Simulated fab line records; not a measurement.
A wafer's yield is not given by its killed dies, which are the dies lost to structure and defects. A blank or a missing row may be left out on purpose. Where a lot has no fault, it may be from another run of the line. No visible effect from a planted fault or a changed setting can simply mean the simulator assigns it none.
fab line records ; flow nandHarc
record: lots: 13; wafers: 39; lastDay: 33
route steps=1302 shown P_M0@275 A_BONDPAD@1232 THIN_TSV@1246 END@1302
lots that met no fault: taken from a fault-free run of the same line
startH: hours from the record's first day to the start of the lot's first wafer shown ; waitH: hours from the lot's prior step to this one ; " identical to the entry in the row above ; L1.1+2: one row covering several wafers at once ; - no value, or no start was given ; * or withheld: withheld ; < > ~ a bound
route shown NAME@n: NAME is a module with steps in the file, n the number in the route of the first one ; usual: mean and standard deviation over wafers with no fault ; same: alike in all rows ; chamber/n: place in a boat ; sites: each site's reading ; _std_site: the standard deviation of these ; _edge_site: outer sites' mean less inner sites' ; radiusMm: for every site, how far away it sits from the centre of the wafer ; mask NAME#n: copy n ; behind: the last tool/chamber to shape the wafer ; hold: reason for holding the lot/hours on hold/outcome of the hold ; device: whichever transistor did not switch (one of n, p or np) ; end of line: tests of these same wafers at the route's end ; a step without rows: its recipe alone ; killed: the dies lost at the first sort to structure and to defects; this is not the yield of the wafer ; map: per-die view of a wafer (x killed, . not killed, _ where there is no die)
set.NAME: the setting that was run; set.NAME@STEP: the one run at that earlier step ; model.NAME: the simulator's own value behind a step, which no gauge read
route steps across a sampled set of lots; one table per step, one row per wafer
services: when a tool's chamber went out of use (startH, in hours from the record's first day, below 0 if earlier), for how many hours, and the reason
== steps ==
step: NHARC_P_M0_PVD_21
recipe: targetThkA: 300; chamberPressurePa: 5; powerW: 5000; substrateTempC: 30; timeS: 20.49; material: Cu
usual: chamberPressurePa: 5.000/0.0098; throttleValvePct: 30.1/1.3
lot.wafer;tool;chamber;startH;waitH;chamberPressurePa;throttleValvePct
L561.1;pvdSputter-01;-;119.72;-;4.989;30.2
L561.5;pvdSputter-01;-;119.72;-;4.992;30.9
L561.6;pvdSputter-01;-;119.72;-;5.006;30.7
L564.1;pvdSputter-01;-;151.77;-;5.000;31.1
L564.2;pvdSputter-01;-;151.77;-;5.000;30.4
L564.6;pvdSputter-01;-;151.77;-;4.995;30.8
L563.3;pvdSputter-02;-;152.66;-;4.986;30.0
L563.1;pvdSputter-02;-;152.66;-;5.005;27.8
L563.5;pvdSputter-02;-;152.66;-;4.993;30.6
L566.3;pvdSputter-03;-;174.11;-;4.994;29.8
L566.5;pvdSputter-03;-;174.11;-;4.996;31.1
L566.6;pvdSputter-03;-;174.11;-;5.003;30.6
L567.1;pvdSputter-02;-;179.63;-;4.993;28.1
L567.4;pvdSputter-02;-;179.63;-;4.992;29.9
L567.5;pvdSputter-02;-;179.63;-;4.992;27.5
L568.4;pvdSputter-01;-;198.10;-;4.995;31.0
L568.3;pvdSputter-01;-;198.10;-;4.995;29.7
L568.5;pvdSputter-01;-;198.10;-;4.996;30.7
L569.3;pvdSputter-02;-;198.37;-;4.997;27.8
L569.1;pvdSputter-02;-;198.37;-;5.009;29.8
L569.6;pvdSputter-02;-;198.37;-;5.007;27.6
L570.4;pvdSputter-01;-;211.39;-;5.008;29.7
L570.1;pvdSputter-01;-;211.39;-;5.007;30.4
L570.5;pvdSputter-01;-;211.39;-;5.011;30.5
L571.4;pvdSputter-02;-;222.75;-;4.991;30.8
L571.3;pvdSputter-02;-;222.75;-;4.998;28.0
L571.6;pvdSputter-02;-;222.75;-;5.001;30.7
L577.2;pvdSputter-03;-;292.16;-;5.010;30.7
L577.4;pvdSputter-03;-;292.16;-;4.993;28.8
L577.5;pvdSputter-03;-;292.16;-;4.992;31.8
L580.1;pvdSputter-03;-;313.18;-;4.991;30.8
L580.5;pvdSputter-03;-;313.18;-;5.011;31.2
L580.6;pvdSputter-03;-;313.18;-;4.989;32.0
L582.3;pvdSputter-01;-;341.78;-;5.011;30.3
L582.6;pvdSputter-01;-;341.78;-;5.018;30.4
L582.5;pvdSputter-01;-;341.78;-;5.008;29.7
L583.2;pvdSputter-01;-;345.35;-;4.988;29.7
L583.3;pvdSputter-01;-;345.35;-;5.018;30.5
L583.5;pvdSputter-01;-;345.35;-;5.026;30.7
step: NHARC_A_BONDPAD_THK_MEAS_20
recipe: thkMeasGauge: xrf
usual: thkNm: 169.5/1.3
lot.wafer;tool;chamber;startH;waitH;thkNm
L561.1;filmMetro-02;-;535.90;-;169.3
L561.5;filmMetro-02;-;535.90;-;171.5
L561.6;filmMetro-02;-;535.90;-;169.3
L564.1;filmMetro-02;-;554.25;-;171.3
L564.2;filmMetro-02;-;554.25;-;168.9
L564.6;filmMetro-02;-;554.25;-;170.7
L563.1;filmMetro-02;-;560.18;-;169.7
L563.3;filmMetro-02;-;560.18;-;169.6
L563.5;filmMetro-02;-;560.18;-;169.6
L566.3;filmMetro-01;-;600.08;-;170.1
L566.5;filmMetro-01;-;600.08;-;170.6
L566.6;filmMetro-01;-;600.08;-;169.2
L567.1;filmMetro-02;-;601.72;-;170.4
L567.4;filmMetro-02;-;601.72;-;169.0
L567.5;filmMetro-02;-;601.72;-;168.7
L569.1;filmMetro-02;-;609.51;-;168.7
L569.3;filmMetro-02;-;609.51;-;170.5
L569.6;filmMetro-02;-;609.51;-;168.1
L568.3;filmMetro-01;-;610.84;-;168.9
L568.4;filmMetro-01;-;610.84;-;166.9
L568.5;filmMetro-01;-;610.84;-;170.2
L570.1;filmMetro-02;-;648.06;-;169.0
L570.4;filmMetro-02;-;648.06;-;171.0
L570.5;filmMetro-02;-;648.06;-;169.0
L571.3;filmMetro-01;-;649.48;-;171.1
L571.4;filmMetro-01;-;649.48;-;170.3
L571.6;filmMetro-01;-;649.48;-;167.8
L577.4;filmMetro-01;-;687.85;-;167.3
L577.5;filmMetro-01;-;687.85;-;170.2
L580.5;filmMetro-01;-;733.89;-;168.9
L580.6;filmMetro-01;-;733.89;-;168.8
L583.2;filmMetro-01;-;747.58;-;169.1
L583.3;filmMetro-01;-;747.58;-;171.0
L583.5;filmMetro-01;-;747.58;-;168.2
L582.3;filmMetro-02;-;749.48;-;169.5
L582.5;filmMetro-02;-;749.48;-;168.4
L582.6;filmMetro-02;-;749.48;-;169.4
step: NHARC_THIN_TSV_THK_MEAS_02
recipe: thkMeasGauge: ir
usual: thkNm: 2950/250
lot.wafer;tool;chamber;startH;waitH;thkNm
L561.1;filmMetro-02;-;551.21;0.2;3684
L561.5;filmMetro-02;-;551.21;0.2;3244
L561.6;filmMetro-02;-;551.21;0.2;3257
L564.1;filmMetro-01;-;567.13;0.2;2714
L564.2;filmMetro-01;-;567.13;0.2;2886
L564.6;filmMetro-01;-;567.13;0.2;2899
L563.1;filmMetro-01;-;572.19;-;3051
L563.3;filmMetro-01;-;572.19;-;2657
L563.5;filmMetro-01;-;572.19;-;2949
L567.1;filmMetro-02;-;611.40;-;2793
L567.4;filmMetro-02;-;611.40;-;2929
L567.5;filmMetro-02;-;611.40;-;3142
L566.3;filmMetro-02;-;612.64;0.2;2744
L566.5;filmMetro-02;-;612.64;0.2;3138
L566.6;filmMetro-02;-;612.64;0.2;2820
L568.3;filmMetro-01;-;620.78;0.2;2737
L568.4;filmMetro-01;-;620.78;0.2;2657
L568.5;filmMetro-01;-;620.78;0.2;3050
L569.1;filmMetro-02;-;621.97;0.2;2654
L569.3;filmMetro-02;-;621.97;0.2;2654
L569.6;filmMetro-02;-;621.97;0.2;2740
L570.1;filmMetro-01;-;657.93;0.2;2977
L570.4;filmMetro-01;-;657.93;0.2;2928
L570.5;filmMetro-01;-;657.93;0.2;2784
L571.3;filmMetro-02;-;662.48;-;2942
L571.4;filmMetro-02;-;662.48;-;3158
L571.6;filmMetro-02;-;662.48;-;2830
L577.4;filmMetro-01;-;699.19;0.2;3329
L577.5;filmMetro-01;-;699.19;0.2;3251
L580.5;filmMetro-02;-;745.48;-;3100
L580.6;filmMetro-02;-;745.48;-;2624
L583.2;filmMetro-02;-;757.48;0.2;3034
L583.3;filmMetro-02;-;757.48;0.2;2718
L583.5;filmMetro-02;-;757.48;0.2;3013
L582.3;filmMetro-02;-;761.08;-;2760
L582.5;filmMetro-02;-;761.08;-;2711
L582.6;filmMetro-02;-;761.08;-;2719
step: NHARC_THIN_TSV_CD_MEAS_33
recipe: targetCdNm: 5000; landingEnergyEv: 500
usual: cdNm: 5000.1/1.7
lot.wafer;tool;chamber;startH;waitH;cdNm
L561.1;cdSem-01;0;558.39;-;5001.5
L561.5;cdSem-01;0;558.39;-;5000.4
L561.6;cdSem-01;0;558.39;-;5001.2
L564.1;cdSem-03;0;574.07;-;5001.8
L564.2;cdSem-03;0;574.07;-;5000.4
L564.6;cdSem-03;0;574.07;-;5002.1
L563.1;cdSem-02;0;579.21;-;5001.1
L563.3;cdSem-02;0;579.21;-;4999.3
L563.5;cdSem-02;0;579.21;-;5000.0
L567.1;cdSem-02;0;618.21;-;4999.8
L567.4;cdSem-02;0;618.21;-;4998.8
L567.5;cdSem-02;0;618.21;-;4998.9
L566.3;cdSem-01;0;619.48;-;5002.1
L566.5;cdSem-01;0;619.48;-;5000.8
L566.6;cdSem-01;0;619.48;-;5001.1
L568.3;cdSem-02;0;627.60;-;5001.4
L568.4;cdSem-02;0;627.60;-;5001.5
L568.5;cdSem-02;0;627.60;-;5001.3
L569.1;cdSem-03;0;628.91;-;5001.3
L569.3;cdSem-03;0;628.91;-;5002.1
L569.6;cdSem-03;0;628.91;-;5002.0
L570.1;cdSem-02;0;664.89;-;4999.9
L570.4;cdSem-02;0;664.89;-;5000.9
L570.5;cdSem-02;0;664.89;-;4999.0
L571.3;cdSem-01;0;669.59;-;5000.1
L571.4;cdSem-01;0;669.59;-;5000.3
L571.6;cdSem-01;0;669.59;-;4998.4
L577.4;cdSem-02;0;706.15;-;5001.5
L577.5;cdSem-02;0;706.15;-;5000.3
L580.5;cdSem-02;0;753.31;-;4998.9
L580.6;cdSem-02;0;753.31;-;5000.1
L583.2;cdSem-01;0;764.57;-;5003.4
L583.3;cdSem-01;0;764.57;-;5000.6
L583.5;cdSem-01;0;764.57;-;5000.2
L582.3;cdSem-02;0;768.10;-;4998.4
L582.5;cdSem-02;0;768.10;-;4998.9
L582.6;cdSem-02;0;768.10;-;4998.1
step: NHARC_END_SORT_01
recipe: tempC: 25
usual: defectLimitedYield: 91.6/2.6; killedAtArray: 51/17; killedAtOther: 1.6/2.1; killedAtPeriphery: 4/3.2; killedDies: 57/18; killedOpen: 2.9/1.7; killedShort: 2.3/1.3; sort_bin_2_pct: 3.0/1.2; sort_bin_3_pct: 0.7/0.43; sort_bin_4_pct: 4.7/1.4; sortNPass: 620/18; sortRimYieldPct: 87/4.8; sortYieldPct: 91.6/2.6
same: grossDies: 677; sort_bin_5_pct[%]: 0; sort_bin_6_pct[%]: 0; sort_bin_7_pct[%]: 0; sort_bin_8_pct[%]: 0; sortRimNGross: 106.00
lot.wafer;tool;chamber;startH;waitH;defectLimitedYield[%];killedAtArray;killedAtOther;killedAtPeriphery;killedDies;killedOpen;killedShort;sort_bin_2_pct[%];sort_bin_3_pct[%];sort_bin_4_pct[%];sortNPass;sortRimYieldPct[%];sortYieldPct[%]
L577.2;prober-02;0;716.06;2.8;0;62;5;610;677;3;1;93.5;1.5;5.0;0;0;0
L577.4;prober-02;0;717.69;3.4;89.2;69;3;1;73;2;1;4.7;0.4;5.6;604;79;89.2
L577.5;prober-02;0;718.50;3.8;90.8;61;1;0;62;1;3;3.1;0.9;5.2;615;85;90.8
L580.1;prober-01;0;762.47;2.5;0;54;6;617;677;2;2;93.2;1.2;5.6;0;0;0
L580.5;prober-01;0;765.67;3.7;91.6;50;5;2;57;1;3;3.0;0.4;5.0;620;88;91.6
L580.6;prober-01;0;766.48;4.0;91.1;49;6;5;60;3;1;2.8;0.9;5.2;617;86;91.1
killed by level:class
L577.2 P_M0:areaPvd=610 A_CHANNEL_HOLE_D1:chamberFilmFlake=31 A_SLIT:chamberFilmFlake=24 THIN_TSV:chamberFilmFlake=4 A_ONON_D2:geometricParticle:short=1 A_SGD_CUT:geometricParticle:open=1 A_M0:geometricParticle:open=1 STARTING-WAFER:geometricParticle:open=1
L577.4 A_CHANNEL_HOLE_D1:chamberFilmFlake=30 A_SLIT:chamberFilmFlake=30 THIN_TSV:chamberFilmFlake=3 A_CONTACT:chamberFilmFlake=2 P_GATE:geometricParticle:short=1 A_CHANNEL_FILL_D1:geometricParticle:open=1 A_ONON_D2:geometricParticle:open=1 A_CHANNEL_HOLE_D2:chamberFilmFlake=1
L577.5 A_SLIT:chamberFilmFlake=28 A_CHANNEL_HOLE_D1:chamberFilmFlake=23 A_M1:chamberFilmFlake=2 A_CHANNEL_FILL_D1:geometricParticle:short=1 A_CHANNEL_FILL_D1:geometricParticle:open=1 A_CONTACT:chamberFilmFlake=1 A_ONON_D2:geometricParticle:short=1 A_STAIRCASE:geometricParticle:short=1
L580.1 P_M0:areaPvd=614 A_SLIT:chamberFilmFlake=22 A_CHANNEL_HOLE_D2:chamberFilmFlake=16 A_CHANNEL_HOLE_D1:chamberFilmFlake=6 THIN_TSV:chamberFilmFlake=5 A_CONTACT:chamberFilmFlake=4 P_ZERO_WELL:chamberFilmFlake=2 A_CHANNEL_FILL_D2:chamberFilmFlake=2
L580.5 A_SLIT:chamberFilmFlake=19 A_CHANNEL_HOLE_D2:chamberFilmFlake=10 A_CHANNEL_HOLE_D1:chamberFilmFlake=9 THIN_TSV:chamberFilmFlake=5 A_CHANNEL_HOLE_D2:geometricParticle:short=2 A_CHANNEL_FILL_D1:chamberFilmFlake=2 A_STAIRCASE:chamberFilmFlake=2 A_CONTACT:chamberFilmFlake=2
L580.6 A_CHANNEL_HOLE_D2:chamberFilmFlake=16 A_CHANNEL_HOLE_D1:chamberFilmFlake=14 A_SLIT:chamberFilmFlake=12 THIN_TSV:chamberFilmFlake=6 P_M0:geometricParticle:open=2 P_ZERO_WELL:chamberFilmFlake=2 A_CONTACT:chamberFilmFlake=2 P_CONTACT:geometricParticle:open=1
== services ==
tool;chamber;startH;hours;kind
pvdSputter-02;-;104.00;10.0;pm
pvdSputter-03;-;177.59;10.0;pm
pvdSputter-03;-;188.46;6.7;repair
pvdSputter-01;-;223.88;3.4;repair
pvdSputter-03;-;254.17;5.1;repair
pvdSputter-02;-;282.00;10.0;pm
pvdSputter-01;-;288.30;2.2;repair
pvdSputter-02;-;340.91;6.9;repair
== key ==
firstSign: step: NHARC_END_SORT_01; reading: killedAtPeriphery; direction: up; sigmas: 99+; usual: 4; struck: 614
effect: step: NHARC_END_SORT_01; reading: sort_bin_2_pct; direction: up; sigmas: 73; usual: 3.0; struck: 93.4
moreKillsBornAt: NHARC_P_M0_PVD_21@pvdSputter-03: 1224
metAt NHARC_P_M0_PVD_21
struckLots L577,L580
struckWafers L577.2,L580.1
laterRowsLeftOut L577.2,L580.1
notActingAt NHARC_A_BONDPAD_THK_MEAS_20,NHARC_THIN_TSV_THK_MEAS_02,NHARC_THIN_TSV_CD_MEAS_33
fault: kind: processParameterDrift; tool: pvdSputter-03; chamber: -; onsetH: 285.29; steps: NHARC_P_M0_PVD_21; channel: targetThkA; offset: *; shape: step; endH: 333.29; actsIn: *; stated: *; scope: struckWafersOnly
laterRowsLeftOut: the simulator's readings of these wafers behind a module that went badly wrong aren't trusted and aren't shown, but for the sort
